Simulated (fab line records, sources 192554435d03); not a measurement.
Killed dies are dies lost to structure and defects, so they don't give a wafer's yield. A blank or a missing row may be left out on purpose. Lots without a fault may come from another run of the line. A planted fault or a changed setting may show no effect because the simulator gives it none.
A struck lot beside a sound one | flow n5_finfet | 15 steps out of a route of 1938
Sound: wafers L370.1, L370.2, L370.6. Struck: wafer L384.5. (L384.1, L384.6 of the same lot were not struck and are left out.) The cause comes at the end.
At each step with rows: each side's tool, then ch and its chambers, then its first start. Under that, the readings that differ: sound wafers | struck wafers | difference of the means | sigmas: that difference in standard deviations of wafers without a fault.
alike: readings whose means differ by less than 2 such deviations, and words and numbers that are the same on both sides. not compared: withheld readings, readings that some wafer has no value for, bounds like >300 that may hide the same value, and numbers for which the record gives no deviation and whose values overlap.
The two part at a step that has a row with sigmas, a row that says differs or no value, or rows on one side only. Numbers that don't overlap but have no deviation are shown without sigmas and don't part them. A reading that every wafer of one side lacks parts them only if that side has two wafers or more.

first, 3 steps without rows for these wafers: N5_BEOL_M5_SRD_40 (time 30 s); N5_BEOL_M5_PRECLEAN_42 (cleans in residue remover, time 60 s); N5_BEOL_M5_SRD_43 (time 30 s).
N5_BEOL_M5_CD_MEAS_35: target cd 28 nm, target cd y 24 nm.
  sound on cd_sem-01, day 10 03:39; struck on cd_sem-02, day 13 11:43
  alike: cd_nm
N5_BEOL_M5_CURE_80: cures SiCOH lowk, time 120 s.
  sound on uv_cure-01 ch 1, day 10 03:41; struck on uv_cure-03 ch 0, day 13 11:46
  alike: lamp_power_pct, wafer_temp_C_max
N5_BEOL_M5_DEGAS_44: time 60 s.
  sound on pvd_sputter-03, day 10 04:01; struck on pvd_sputter-01, day 13 14:16
  alike: heater_power_w
then, 1 step without rows for these wafers: N5_BEOL_M5_PRE_CLEAN_45 (time 30 s).
N5_BEOL_M5_ALD_86: deposits TaN, pulse time 2 s, purge time 3 s, co reactant purge time 2 s.
  sound on ald_metal-04 ch 1,2,3, day 10 04:07; struck on ald_metal-01 ch 3, day 13 14:22
  alike: heater_power_w, precursor_vessel_pressure_torr
N5_BEOL_M5_SURFACE_TREAT_87:
  sound on pvd_sputter-02, day 10 04:26; struck on pvd_sputter-03, day 13 14:35
  not compared: throttle_valve_pct
then, 1 step without rows for these wafers: N5_BEOL_M5_CVD_47 (deposits Co from CCTBA/H2, target thk 3 nm, time 216 s).
N5_BEOL_M5_SPUTTER_48: material Cu, target thk 15 nm, time 27.62 s.
  sound on pvd_sputter-03, day 10 04:40; struck on pvd_sputter-03, day 13 14:50
  alike: chamber_pressure_pa, throttle_valve_pct
then, 1 step without rows for these wafers: N5_BEOL_M5_ANNEAL_49 (time 1800 s).
N5_BEOL_M5_SPUTTER_81: material Cu, target thk 15 nm, time 27.62 s.
  sound on pvd_sputter-03, day 10 05:46; struck on pvd_sputter-03, day 13 15:55
  reading                  | sound                  | struck  | difference | sigmas
  chamber_pressure_pa (Pa) | 0.06999 0.0699 0.06997 | 0.07578 | +0.00583   | +42
  alike: throttle_valve_pct
then, 2 steps without rows for these wafers: N5_BEOL_M5_ANNEAL_82 (time 1800 s); N5_PASSIVATION_PROBE_49.

WHERE THEY PART
Only at N5_BEOL_M5_SPUTTER_81, within this record.

WHY: what the simulator had put in
Process parameter drift: pvd_sputter-03, from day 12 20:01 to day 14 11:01, at N5_BEOL_M5_SPUTTER_81. Setting chamber_pressure_pa, moved by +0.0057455, from 0.07. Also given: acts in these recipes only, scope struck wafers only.
